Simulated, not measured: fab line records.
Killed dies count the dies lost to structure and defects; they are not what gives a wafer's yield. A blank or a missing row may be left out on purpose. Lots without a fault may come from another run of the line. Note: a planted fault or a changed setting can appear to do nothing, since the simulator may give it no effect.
Chamber matching + flow n5Finfet + N5_BEOL_M6_PECVD_70 on pecvd-02: 3 sister chambers
The step deposits SiO2 from TEOS/O2, target thk 20 nm, time 22.7 s. 18 wafers are shown with their chamber, then 9 later ones without.

## WAFERS PAIRED WITH THEIR CHAMBERS
| wafer  | chamber | showerheadPlenumPTorr (Torr) | throttleValvePct (%) | heaterPowerW (W) |
|--------|---------|------------------------------|----------------------|------------------|
| L074.1 | 0       | 8.69                         | 23.5                 | 621              |
| L074.2 | 2       | 8.89                         | 22.3                 | 662              |
| L074.6 | 1       | 8.83                         | 23.4                 | 603              |
| L076.1 | 0       | 8.69                         | 23.4                 | 642              |
| L076.3 | 1       | 8.78                         | 23.2                 | 596              |
| L076.4 | 2       | 8.86                         | 22.3                 | 668              |
| L083.4 | 2       | 8.86                         | 22.7                 | 756              |
| L083.5 | 0       | 8.71                         | 23.5                 | 574              |
| L083.6 | 1       | 8.81                         | 23.3                 | 625              |
| L084.2 | 0       | 8.70                         | 23.5                 | 581              |
| L084.4 | 1       | 8.77                         | 23.3                 | 578              |
| L084.5 | 0       | 8.71                         | 23.6                 | 586              |
| L091.1 | 2       | 8.88                         | 22.8                 | 617              |
| L091.2 | 1       | 8.80                         | 23.5                 | 577              |
| L091.4 | 0       | 8.70                         | 23.4                 | 671              |
| L090.2 | 1       | 8.79                         | 23.3                 | 621              |
| L090.5 | 2       | 8.85                         | 22.6                 | 727              |
| L090.6 | 1       | 8.79                         | 23.5                 | 628              |

SIGNATURES, as means of the wafers listed above
| reading               | chamber 0 | chamber 1 | chamber 2 | scatter within a chamber |
|-----------------------|-----------|-----------|-----------|--------------------------|
| showerheadPlenumPTorr | 8.7000    | 8.7957    | 8.8680    | 0.016                    |
| throttleValvePct      | 23.483    | 23.357    | 22.540    | 0.145                    |
| heaterPowerW          | 612.50    | 604.00    | 686.00    | 38.8                     |
Rule: a wafer lies at a distance from a chamber equal to the root of the sum of squares, over the readings, of (its reading less the chamber's mean, divided by the reading's scatter). The wafer belongs to the nearest chamber; if the next one is less than 2 further off, it can't be placed. The scatter is the square root of a quotient: the sum, over the shown wafers, of each reading's squared deviation from its chamber's mean, divided by wafers minus chambers.

## WAFERS WITHOUT THEIR CHAMBER
| wafer  | showerheadPlenumPTorr (Torr) | throttleValvePct (%) | heaterPowerW (W) |
|--------|------------------------------|----------------------|------------------|
| L094.2 | 8.71                         | 23.5                 | 643              |
| L094.3 | 8.80                         | 23.4                 | 511              |
| L094.5 | 8.89                         | 22.4                 | 636              |
| L095.4 | 8.88                         | 22.9                 | 732              |
| L095.5 | 8.80                         | 23.3                 | 600              |
| L095.6 | 8.67                         | 23.4                 | 640              |
| L096.2 | 8.77                         | 23.1                 | 600              |
| L096.3 | 8.70                         | 23.7                 | 659              |
| L096.6 | 8.88                         | 23.0                 | 716              |

## WHICH CHAMBER EACH ONE RAN IN
| wafer  | from the rows above | in truth |
|--------|---------------------|----------|
| L094.2 | 0                   | 0        |
| L094.3 | 1                   | 1        |
| L094.5 | 2                   | 2        |
| L095.4 | 2                   | 2        |
| L095.5 | 1                   | 1        |
| L095.6 | 0                   | 0        |
| L096.2 | 1                   | 1        |
| L096.3 | 0                   | 0        |
| L096.6 | 2                   | 2        |
Placed correctly: 9 of 9. Not placeable from these rows: 0. 0 placed wrongly.
